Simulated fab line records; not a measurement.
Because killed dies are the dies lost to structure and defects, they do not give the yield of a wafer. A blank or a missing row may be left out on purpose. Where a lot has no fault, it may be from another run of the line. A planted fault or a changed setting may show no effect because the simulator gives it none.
Matching of chambers    flow nandHarc    NHARC_P_BONDPAD_ETCH_24 on rieDiel-11 has 4 sister chambers
The step etches the open film in CF4/N2, target depth 30 nm, time 72.99 s. 8 wafers are shown with their chamber, then 7 later ones without.

## EACH WAFER AND ITS CHAMBER
wafer   chamber  drypumpMotorCurrentA (A)  showerheadPlenumPTorr (Torr)
L898.6  0        5.5                       2.82
L912.1  3        5.6                       2.82
L912.4  0        5.5                       2.81
L916.1  1        5.7                       2.78
L916.2  2        4.7                       2.81
L916.6  3        5.6                       2.82
L918.1  1        5.6                       2.78
L918.4  2        4.7                       2.80

## WAFERS MISSING THEIR CHAMBER
wafer   drypumpMotorCurrentA (A)  showerheadPlenumPTorr (Torr)
L918.5  5.7                       2.82
L919.2  5.6                       2.82
L919.4  5.5                       2.81
L919.6  4.7                       2.81
L920.1  5.6                       2.77
L920.2  4.6                       2.80
L920.4  5.5                       2.81

## THE CHAMBER EACH PASSED THROUGH
wafer   from the rows above  in truth
L918.5  3                    3
L919.2  3                    3
L919.4  0                    0
L919.6  2                    2
L920.1  1                    1
L920.2  2                    2
L920.4  0                    0
Correctly placed: 7 of 7. From these rows, 0 cannot be placed. Number placed wrongly: 0.
How it was worked out, from the rows above alone: a wafer's distance from a chamber is the root of the sum, over the readings, of the square of ((its reading less the chamber's mean) divided by the reading's scatter). The wafer belongs to the nearest chamber; if the next one is less than 2 further off, it can't be placed. For every chamber, the mean is computed from those of its wafers that are shown. The scatter: take each reading less its chamber's mean, square it, sum over the shown wafers, divide by the number of wafers less the number of chambers, and take the root.
